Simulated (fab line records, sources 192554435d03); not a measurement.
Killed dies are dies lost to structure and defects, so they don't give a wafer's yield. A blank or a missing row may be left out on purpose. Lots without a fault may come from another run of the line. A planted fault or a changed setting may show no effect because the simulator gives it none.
fab line records | flow n5_finfet
record lots=7 wafers=39
route steps=1938 shown BEOL_M7@1308 BEOL_M10@1488 BEOL_M12@1616
start_h: hours from the record's first day to the start of the lot's first wafer shown | wait_h: hours since the lot's step before | " the same as in the row above | L1.1+2: a row that stands for several wafers | - no value, or no start given | * or withheld: withheld | < > ~ a bound
route shown NAME@n: a module of which the file shows steps, and the number in the route of the first | usual: mean/standard deviation of fault-free wafers | same: alike in all rows | chamber/n: place in a boat | sites: the reading at each site | _std_site: their standard deviation | _edge_site: outer sites' mean less inner sites' | radius_mm: how far each site lies from the wafer's centre | mask NAME#n: copy n | behind: the tool/chamber that last shaped the wafer | hold: why the lot was held/for how many hours/how that ended | device: the transistor (n, p or np) that didn't switch | end of line: the same wafers' tests at the end of the route | a step without rows: its recipe alone | killed: dies lost to structure and defects at the first sort, not the wafer's yield | map: a wafer's dies, x killed, . not, _ none there
set.NAME: the setting as run; set.NAME@STEP: as run at that earlier step | model.NAME: the simulator's own value behind a step, which no gauge read
lots whose settings were changed on purpose; a table a step, a row a wafer
## steps
# step N5_BEOL_M7_TRENCH_ETCH_37
# recipe chemistry=C4F6/O2 target_depth_a=934.78 target=SiCOH_lowk time_s=31.2 ion_energy_ev=250 pressure_mtorr=30 source_w=345 bias_w=185 Ar_flow_sccm=300 C4F6_flow_sccm=10 O2_flow_sccm=10
# columns lot.wafer tool chamber start_h wait_h set.time_s model.BEOL_M7.feature_depth_nm model.etch.depth_nm model.TiN_of_BEOL_M7_HM_DEP_02.thk_nm
L080.1 rie_diel-04 2 - - 40.87 123.6 123.5 16.4
L080.2 " 0 " " 40.87 120.2 120.2 16.8
L080.3 " 1 " " 31.2 91.6 91.65 17.6
L080.4 " 3 " " 31.2 97 96.97 17.6
L080.5 " 2 " " 40.87 122.2 122.2 16.8
L080.6 " 3 " " 31.2 97.4 97.46 17.4
L079.1 rie_diel-04 3 - - 31.2 96.6 96.69 17
L079.2 " 0 " " 31.2 91.8 91.87 17.6
L079.3 " 1 " " 31.2 91.6 91.62 17.4
L079.4 " 2 " " 31.2 92.8 92.8 17.4
L079.5 " 3 " " 31.2 96.4 96.4 17.4
L079.6 " 0 " " 31.2 91.8 91.77 17.4
L081.1 rie_diel-04 1 - - 31.2 91.8 91.76 17.4
L081.2 " 0 " " 40.69 120 119.9 16.6
L081.3 " 2 " " 40.69 122.4 122.4 16.6
L081.4 " 3 " " 31.2 97 96.91 17.6
L081.5 " 3 " " 31.2 97.2 97.27 17.2
L081.6 " 2 " " 40.69 121.4 121.5 16.4
L083.1 rie_diel-02 0 - - 26.4 78 77.98 18.2
L083.2 " 3 " " 31.2 94.4 94.49 17.6
L083.3 " 2 " " 26.4 80.2 80.17 18
L083.4 " 1 " " 31.2 95 94.99 17.6
L083.5 " 1 " " 31.2 94.6 94.63 17.4
L083.6 " 2 " " 26.4 79.8 79.88 18.4
L093.1 rie_diel-02 3 - - 21.39 64.6 64.67 17.8
L093.2 " 1 " " 31.2 93.6 93.57 17.2
L093.3 " 2 " " 31.2 93.2 93.2 17.2
L093.4 " 0 " " 21.39 64.4 64.31 18
L093.5 " 0 " " 31.2 92.2 92.21 17
L093.6 " 1 " " 21.39 64.8 64.76 17.8
L094.1 rie_diel-03 0 - - 31.2 90.6 90.65 17.6
L094.2 " 3 " " 13.97 41.4 41.42 19.2
L094.3 " 1 " " 31.2 90 90.1 17.6
L094.4 " 2 " " 13.97 40.2 40.24 19.2
L094.5 " 1 " " 31.2 90.2 90.13 17.4
L094.6 " 0 " " 13.97 40.2 40.22 19.2
L096.1 rie_diel-02 2 - - 31.2 94 93.97 17.2
L096.3 " 3 " " 31.2 92.8 92.88 17.6
L096.4 " 3 " " 31.2 94.4 94.3 17.6
# step N5_BEOL_M7_ETCH_41
# recipe chemistry=CH3F/O2 target=SiCN target_depth_a=319 taper_deg=2 time_s=57.8 ion_energy_ev=120 mask_material=TiN pressure_mtorr=30 source_w=395 bias_w=75 Ar_flow_sccm=150 CH3F_flow_sccm=30 O2_flow_sccm=20
# step N5_BEOL_M7_STRIP_80
# recipe chemistry=N2/H2 time_s=10 power_w=450 temp_c=40 pressure_mtorr=20 rf_frequency_hz=6e+07 bias_power_w=7 n2_flow_sccm=200 h2_flow_sccm=200
# step N5_BEOL_M7_OCD_MEAS_38
# usual trench_depth_nm=93.0/2
# columns lot.wafer tool chamber start_h wait_h set.time_s@BEOL_M7_TRENCH_ETCH_37 trench_depth_nm
L080.1 ocd-01 - 226.51 - 40.87 123.4
L080.2 " - " " 40.87 120.2
L080.3 " - " " 31.2 92.1
L080.4 " - " " 31.2 96.9
L080.5 " - " " 40.87 122.2
L080.6 " - " " 31.2 97.3
L079.1 ocd-02 - 227.93 - 31.2 96.4
L079.2 " - " " 31.2 91.8
L079.3 " - " " 31.2 91.2
L079.4 " - " " 31.2 92.2
L079.5 " - " " 31.2 96.5
L079.6 " - " " 31.2 92.1
L081.1 ocd-01 - 240.96 - 31.2 91.9
L081.2 " - " " 40.69 119.6
L081.3 " - " " 40.69 122.6
L081.4 " - " " 31.2 97.4
L081.5 " - " " 31.2 97.6
L081.6 " - " " 40.69 120.9
L083.1 ocd-01 - 245.79 - 26.4 78.4
L083.2 " - " " 31.2 94.6
L083.3 " - " " 26.4 79.3
L083.4 " - " " 31.2 95.0
L083.5 " - " " 31.2 94.7
L083.6 " - " " 26.4 79.5
L093.1 ocd-01 - 314.40 - 21.39 64.3
L093.2 " - " " 31.2 94.3
L093.3 " - " " 31.2 93.4
L093.4 " - " " 21.39 64.1
L093.5 " - " " 31.2 92.4
L093.6 " - " " 21.39 64.4
L094.1 ocd-01 - 335.34 - 31.2 90.8
L094.2 " - " " 13.97 41.6
L094.3 " - " " 31.2 90.3
L094.4 " - " " 13.97 40.0
L094.5 " - " " 31.2 89.4
L094.6 " - " " 13.97 40.1
L096.1 ocd-02 - 340.96 - 31.2 94.2
L096.3 " - " " 31.2 92.6
L096.4 " - " " 31.2 93.6
# step N5_BEOL_M7_HM_STRIP_39
# recipe chemistry=peroxide_tin_strip material=TiN target_depth_a=250 temp_c=50 time_s=158
# step N5_BEOL_M7_SRD_40
# recipe time_s=30 temp_c=23 rinse_liquid=diw dry=ipa_marangoni
# step N5_BEOL_M7_ECD_50
# recipe material=Cu target_thk_a=3000
# step N5_BEOL_M7_ANNEAL_51
# recipe temp_c=225 time_s=90 ambient=N2
# step N5_BEOL_M7_CMP_52
# recipe stop_on=SiCOH_lowk t_overpolish_s=6.9 down_force_psi=1 platen_rpm=50 clearing_platen_down_force_psi=1.5 clearing_platen_rpm=50 post_cmp_clean=cu_alkaline target_thk_nm=80 clearing_platen_pad_velocity_m_s=0.99484 pad_velocity_m_s=0.99484
# columns lot.wafer tool chamber start_h wait_h set.time_s@BEOL_M7_TRENCH_ETCH_37 model.Cu_of_BEOL_M7_ECD_50.thk_nm
L080.4 cmp-01 1 229.38 0.1 31.2 84
L080.2 " 2 " " 40.87 105.6
L080.3 " 3 " " 31.2 77.2
L080.1 " 0 " " 40.87 111.6
L080.6 " 1 " " 31.2 83.4
L080.5 " 2 " " 40.87 109.2
L079.4 cmp-03 2 233.76 0.1 31.2 79
L079.1 " 3 " " 31.2 82.6
L079.3 " 0 " " 31.2 77.2
L079.2 " 1 " " 31.2 77.6
L079.6 " 2 " " 31.2 78
L079.5 " 3 " " 31.2 83
L081.4 cmp-03 3 243.56 0.1 31.2 82.8
L081.2 " 0 " " 40.69 105.8
L081.1 " 1 " " 31.2 78.8
L081.3 " 2 " " 40.69 108.8
L081.5 " 3 " " 31.2 83.2
L081.6 " 0 " " 40.69 107.6
L083.4 cmp-02 3 247.67 0.1 31.2 82.6
L083.1 " 0 " " 26.4 65.2
L083.3 " 1 " " 26.4 68.8
L083.2 " 2 " " 31.2 83
L083.5 " 3 " " 31.2 82.4
L083.6 " 0 " " 26.4 66.2
L093.2 cmp-01 2 316.53 0.2 31.2 81.4
L093.1 " 3 " " 21.39 51.6
L093.4 " 0 " " 21.39 52.4
L093.3 " 1 " " 31.2 79.8
L093.5 " 2 " " 31.2 78.8
L093.6 " 3 " " 21.39 52.2
L094.2 cmp-03 2 339.90 0.5 13.97 29
L094.1 " 3 " " 31.2 77.8
L094.3 " 0 " " 31.2 76.2
L094.4 " 1 " " 13.97 27.8
L094.6 " 2 " " 13.97 27
L094.5 " 3 " " 31.2 76.8
L096.1 cmp-01 2 350.64 0.5 31.2 78.4
L096.3 " 3 " " 31.2 78.8
L096.4 " 1 " " 31.2 80
# step N5_BEOL_M7_THK_MEAS_53
# recipe thk_meas_gauge=xrf reads=Cu_of_BEOL_M7_ECD_50
# usual M7_THK=80.3/2.5
# columns lot.wafer tool chamber start_h wait_h set.time_s@BEOL_M7_TRENCH_ETCH_37 M7_THK[nm]
L080.1 film_metro-02 - 229.67 - 40.87 113.5
L080.2 " - " " 40.87 107.5
L080.3 " - " " 31.2 78.9
L080.4 " - " " 31.2 85.4
L080.5 " - " " 40.87 111.3
L080.6 " - " " 31.2 84.8
L079.1 film_metro-01 - 234.06 - 31.2 83.0
L079.2 " - " " 31.2 77.9
L079.3 " - " " 31.2 77.8
L079.4 " - " " 31.2 79.3
L079.5 " - " " 31.2 83.3
L079.6 " - " " 31.2 78.4
L081.1 film_metro-02 - 243.85 - 31.2 80.0
L081.2 " - " " 40.69 107.6
L081.3 " - " " 40.69 110.0
L081.4 " - " " 31.2 84.0
L081.5 " - " " 31.2 84.4
L081.6 " - " " 40.69 110.0
L083.1 film_metro-02 - 247.96 - 26.4 66.1
L083.2 " - " " 31.2 83.8
L083.3 " - " " 26.4 69.5
L083.4 " - " " 31.2 83.8
L083.5 " - " " 31.2 83.5
L083.6 " - " " 26.4 66.9
L093.1 film_metro-01 - 316.82 - 21.39 51.8
L093.2 " - " " 31.2 81.7
L093.3 " - " " 31.2 80.0
L093.4 " - " " 21.39 52.6
L093.5 " - " " 31.2 79.2
L093.6 " - " " 21.39 52.6
L094.1 film_metro-01 - 340.19 - 31.2 78.2
L094.2 " - " " 13.97 29.1
L094.3 " - " " 31.2 76.4
L094.4 " - " " 13.97 28.0
L094.5 " - " " 31.2 77.4
L094.6 " - " " 13.97 27.2
L096.1 film_metro-02 - 350.93 - 31.2 80.3
L096.3 " - " " 31.2 80.3
L096.4 " - " " 31.2 81.6
# step N5_BEOL_M7_PRE_CLEAN_55
# recipe gas=NH3 time_s=15 temp_c=withheld rf_power_w=300
# step N5_BEOL_M7_DEP_56
# recipe material=SiCN target_thk_a=100 temp_c=withheld precursor=3MS/NH3 pressure_torr=3 rf_w=202 time_s=17.5
# step N5_BEOL_M7_RS_MEAS_57
# recipe thk_meas_gauge=four-point-probe reads=Cu_of_BEOL_M7_ECD_50+Co_of_BEOL_M7_CVD_78+TaN_of_BEOL_M7_ALD_77
# usual M7_RS=0.289/0.0099
# columns lot.wafer tool chamber start_h wait_h set.time_s@BEOL_M7_TRENCH_ETCH_37 M7_RS[ohm/sq]
L080.1 film_metro-02 - 229.80 0.1 40.87 0.195
L080.2 " - " " 40.87 0.207
L080.3 " - " " 31.2 0.299
L080.4 " - " " 31.2 0.271
L080.5 " - " " 40.87 0.200
L080.6 " - " " 31.2 0.273
L079.1 film_metro-02 - 234.19 0.1 31.2 0.276
L079.2 " - " " 31.2 0.297
L079.3 " - " " 31.2 0.298
L079.4 " - " " 31.2 0.290
L079.5 " - " " 31.2 0.274
L079.6 " - " " 31.2 0.295
L081.1 film_metro-02 - 243.99 0.1 31.2 0.292
L081.2 " - " " 40.69 0.207
L081.3 " - " " 40.69 0.201
L081.4 " - " " 31.2 0.274
L081.5 " - " " 31.2 0.273
L081.6 " - " " 40.69 0.203
L083.1 film_metro-02 - 248.09 0.1 26.4 0.365
L083.2 " - " " 31.2 0.275
L083.3 " - " " 26.4 0.342
L083.4 " - " " 31.2 0.275
L083.5 " - " " 31.2 0.276
L083.6 " - " " 26.4 0.358
L093.1 film_metro-01 - 316.95 0.1 21.39 0.485
L093.2 " - " " 31.2 0.279
L093.3 " - " " 31.2 0.287
L093.4 " - " " 21.39 0.475
L093.5 " - " " 31.2 0.291
L093.6 " - " " 21.39 0.479
L094.1 film_metro-02 - 340.33 0.1 31.2 0.296
L094.2 " - " " 13.97 1.034
L094.3 " - " " 31.2 0.304
L094.4 " - " " 13.97 1.091
L094.5 " - " " 31.2 0.300
L094.6 " - " " 13.97 1.130
L096.1 film_metro-02 - 351.06 0.1 31.2 0.293
L096.3 " - " " 31.2 0.291
L096.4 " - " " 31.2 0.286
# step N5_BEOL_M10_ETCH_62
# recipe chemistry=N2/H2 target=SOC target_depth_a=1100 overetch_a=220 mask_material=SiARC temp_c=40 time_s=165 ion_energy_ev=200 pressure_mtorr=30 source_w=840 bias_w=150 n2_flow_sccm=200 h2_flow_sccm=200
# columns lot.wafer tool chamber start_h wait_h set.time_s model.etch.depth_nm model.SiARC_of_BEOL_M10_COAT_60.thk_nm
L080.1 rie_diel-01 1 249.28 0.0 76.99 59.23 27.2
L080.2 " 0 " " 165 100.4 23.8
L080.3 " 3 " " 76.99 61.66 27
L080.4 " 3 " " 165 100.4 23.4
L080.5 " 0 " " 165 100.7 23.8
L080.6 " 1 " " 76.99 59.53 27.2
L079.1 rie_diel-05 1 254.67 0.0 105.4 86.06 26
L079.2 " 0 " " 105.4 82.64 26
L079.3 " 2 " " 105.4 85.27 25.8
L079.4 " 3 " " 165 100.4 24
L079.5 " 3 " " 165 100.5 23.8
L079.6 " 2 " " 165 100.5 23.4
L081.1+6 rie_diel-06 1 262.90 0.0 165 100.4 23.4
L081.2 " 3 " " 124.3 98.75 25.2
L081.3 " 0 " " 165 100.4 24
L081.4 " 2 " " 124.3 100.4 25
L081.5 " 0 " " 124.3 95.86 25.6
L083.1 rie_diel-06 0 266.58 0.0 216.1 100.4 21.8
L083.2 " 3 " " 165 100.3 23.6
L083.3 " 2 " " 165 100.4 23
L083.4 " 1 " " 165 100.4 23.2
L083.5 " 3 " " 216.1 100.3 21.6
L083.6 " 2 " " 216.1 100.3 21.2
L093.1 rie_diel-01 2 332.66 0.1 165 99.96 23.2
L093.2 " 0 " " 248.1 100.4 20.4
L093.3 " 0 " " 165 100 23.8
L093.4 " 2 " " 165 100.2 23.2
L093.5 " 2 " " 248.1 99.96 19.8
L093.6 " 0 " " 248.1 99.89 20.6
L096.1 rie_diel-06 1 366.58 0.0 165 100 23.2
L096.3 " 2 " " 165 99.88 23.2
L096.4 " 0 " " 165 99.74 24
L094.1+5 rie_diel-05 1,2 367.00 0.0 165 100.2 23.4
L094.2+4 " 3,0 " " 165 100.2 23.8
L094.3 " 2 " " 165 100.1 23.4
L094.6 " 1 " " 165 99.83 23.4
# step N5_BEOL_M12_ETCH_59
# recipe chemistry=N2/H2 target=BARC target_depth_a=890 overetch_a=267 time_s=67.9 ion_energy_ev=200 pressure_mtorr=30 source_w=840 bias_w=150 n2_flow_sccm=200 h2_flow_sccm=200
# columns lot.wafer tool chamber start_h wait_h set.target_depth_a model.coat_of_BEOL_M12_COAT_04.thk_nm
L080.1 rie_diel-01 0 264.99 0.0 890 319.6
L080.2 " 2 " " 890 314.2
L080.3 " 1 " " 890 319.8
L080.4 " 1 " " 1318 297.8
L080.5 " 0 " " 1318 295.8
L080.6 " 2 " " 1318 289.8
L079.1 rie_diel-05 3 269.86 0.0 890 319.8
L079.2 " 2 " " 890 315.8
L079.3 " 0 " " 890 318.4
L079.4 " 1 " " 890 314.2
L079.5+6 " 3,0 " " 890 318.2
L081.1 rie_diel-01 0 279.49 0.0 890 319
L081.2 " 1 " " 1262 302
L081.3 " 2 " " 890 315.2
L081.4 " 1 " " 890 319.4
L081.5 " 2 " " 1262 293.4
L081.6 " 0 " " 1262 298.8
L083.1 rie_diel-05 1 282.23 0.0 1031 307.8
L083.2 " 0 " " 890 318
L083.3 " 3 " " 1031 312
L083.4 " 2 " " 1031 308.2
L083.5 " 3 " " 890 318.6
L083.6 " 2 " " 890 316.4
L093.1 rie_diel-06 3 355.92 0.0 890 320
L093.2 " 1 " " 890 315
L093.3 " 2 " " 890 316.2
L093.4 " 0 " " 1307 298.2
L093.5 " 2 " " 1307 292
L093.6 " 3 " " 1307 296.8
L096.1 rie_diel-05 0 380.77 0.0 890 320
L096.3 " 1 " " 890 316.2
L096.4 " 2 " " 890 319
L094.1 rie_diel-06 2 384.44 0.0 890 314.6
L094.2 " 3 " " 1161 304.8
L094.3 " 0 " " 1161 306.2
L094.4 " 1 " " 1161 299.2
L094.5 " 3 " " 890 319.6
L094.6 " 2 " " 890 315.2
# step N5_BEOL_M12_VIA_ETCH_16
# recipe chemistry=C4F8/O2/Ar target=SiOC pressure_mtorr=30 source_w=3000 bias_w=700 Ar_flow_sccm=400 C4F8_flow_sccm=15 O2_flow_sccm=8 he_inner_torr=15 he_outer_torr=30 target_depth_a=7248 time_s=withheld ion_energy_ev=250 ends=cleared
# columns lot.wafer tool chamber start_h wait_h set.target_depth_a@BEOL_M12_ETCH_59 model.coat_of_BEOL_M12_COAT_04.thk_nm
L080.1 rie_diel-01 0 265.05 0.0 890 121.8
L080.2 " 2 " " 890 119.8
L080.3 " 1 " " 890 122.8
L080.4 " 1 " " 1318 97.6
L080.5 " 0 " " 1318 96.8
L080.6 " 2 " " 1318 91.2
L079.1 rie_diel-05 3 269.91 0.0 890 125.4
L079.2 " 2 " " 890 123.2
L079.3 " 0 " " 890 122.6
L079.4 " 1 " " 890 116
L079.5 " 3 " " 890 118.2
L079.6 " 0 " " 890 120.2
L081.1 rie_diel-01 0 279.54 0.0 890 129.2
L081.2 " 1 " " 1262 109.2
L081.3 " 2 " " 890 122.6
L081.4 " 1 " " 890 125.8
L081.5 " 2 " " 1262 98.8
L081.6 " 0 " " 1262 107.6
L083.1 rie_diel-05 1 282.28 0.0 1031 113.2
L083.2 " 0 " " 890 126.6
L083.3 " 3 " " 1031 117.2
L083.4 " 2 " " 1031 112.2
L083.5 " 3 " " 890 120
L083.6 " 2 " " 890 122
L093.1 rie_diel-06 3 355.98 0.0 890 126.2
L093.2 " 1 " " 890 122.2
L093.3 " 2 " " 890 124.6
L093.4 " 0 " " 1307 101.2
L093.5 " 2 " " 1307 99.2
L093.6 " 3 " " 1307 102
L096.1 rie_diel-05 0 380.82 0.0 890 127.2
L096.3 " 1 " " 890 119.6
L096.4 " 2 " " 890 123.2
L094.1 rie_diel-06 2 384.49 0.0 890 121.4
L094.2 " 3 " " 1161 110.6
L094.3 " 0 " " 1161 113.4
L094.4 " 1 " " 1161 102.6
L094.5 " 3 " " 890 124.2
L094.6 " 2 " " 890 122.6
# step N5_BEOL_M12_STRIP_63
# recipe chemistry=N2/H2 power_w=1000 temp_c=250 h2_frac=0.65 overash_fraction=0.3 pressure_mtorr=1000 n2_flow_sccm=1750 h2_flow_sccm=3250
# usual strip_time_to_endpoint_s=42.4/0.86
# columns lot.wafer tool chamber start_h wait_h set.target_depth_a@BEOL_M12_ETCH_59 strip_time_to_endpoint_s
L080.1 plasma_asher-02 1 265.26 - 890 42.2
L080.2 " 0 " " 890 41.6
L080.3 " 1 " " 890 42.4
L080.4 " 0 " " 1318 35.5
L080.5 " 0 " " 1318 35.3
L080.6 " 1 " " 1318 33.8
L079.1 plasma_asher-02 1 270.11 - 890 43.1
L079.2 " 0 " " 890 42.5
L079.3 " 0 " " 890 42.4
L079.4 " 1 " " 890 40.6
L079.5 " 1 " " 890 41.2
L079.6 " 0 " " 890 41.7
L081.1 plasma_asher-02 0 279.74 - 890 44.1
L081.2 " 1 " " 1262 38.7
L081.3 " 0 " " 890 42.4
L081.4 " 1 " " 890 43.2
L081.5 " 1 " " 1262 35.9
L081.6 " 0 " " 1262 38.3
L083.1 plasma_asher-01 0 282.48 - 1031 39.8
L083.2 " 1 " " 890 43.4
L083.3 " 0 " " 1031 40.9
L083.4 " 1 " " 1031 39.6
L083.5 " 1 " " 890 41.7
L083.6 " 0 " " 890 42.2
L093.1 plasma_asher-01 1 356.18 - 890 43.4
L093.2 " 0 " " 890 42.3
L093.3 " 0 " " 890 42.9
L093.4 " 1 " " 1307 36.6
L093.5 " 1 " " 1307 36.0
L093.6 " 0 " " 1307 36.8
L096.1 plasma_asher-01 1 381.02 - 890 43.6
L096.3 " 0 " " 890 41.6
L096.4 " 1 " " 890 42.6
L094.1 plasma_asher-01 0 384.69 - 890 42.1
L094.2 " 1 " " 1161 39.1
L094.3 " 0 " " 1161 39.9
L094.4 " 1 " " 1161 36.9
L094.5 " 0 " " 890 42.8
L094.6 " 1 " " 890 42.4
## key
split step=N5_BEOL_M7_TRENCH_ETCH_37 setting=time_s stated=31.2 by=wafer
response step=N5_BEOL_M7_TRENCH_ETCH_37 reading=model.BEOL_M7.feature_depth_nm change=+0.891 per=1% r=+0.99
response step=N5_BEOL_M7_TRENCH_ETCH_37 reading=model.etch.depth_nm change=+0.891 per=1% r=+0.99
response step=N5_BEOL_M7_TRENCH_ETCH_37 reading=model.TiN_of_BEOL_M7_HM_DEP_02.thk_nm change=-0.029 per=1% r=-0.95
response step=N5_BEOL_M7_OCD_MEAS_38 reading=trench_depth_nm change=+0.891 per=1% r=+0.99
response step=N5_BEOL_M7_CMP_52 reading=model.Cu_of_BEOL_M7_ECD_50.thk_nm change=+0.886 per=1% r=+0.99
response step=N5_BEOL_M7_THK_MEAS_53 reading=M7_THK change=+0.895 per=1% r=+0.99
response step=N5_BEOL_M7_RS_MEAS_57 reading=M7_RS change=-0.00901 per=1% r=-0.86
split step=N5_BEOL_M10_ETCH_62 setting=time_s stated=165 by=wafer
response step=N5_BEOL_M10_ETCH_62 reading=model.etch.depth_nm shape=bent at_lowest=60.14 at_stated=100.2 at_highest=100.1
response step=N5_BEOL_M10_ETCH_62 reading=model.SiARC_of_BEOL_M10_COAT_60.thk_nm change=-0.0626 per=1% r=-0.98
split step=N5_BEOL_M12_ETCH_59 setting=target_depth_a stated=890 by=wafer
response step=N5_BEOL_M12_ETCH_59 reading=model.coat_of_BEOL_M12_COAT_04.thk_nm change=-0.469 per=1% r=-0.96
response step=N5_BEOL_M12_VIA_ETCH_16 reading=model.coat_of_BEOL_M12_COAT_04.thk_nm change=-0.51 per=1% r=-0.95
response step=N5_BEOL_M12_STRIP_63 reading=strip_time_to_endpoint_s change=* per=1% r=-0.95
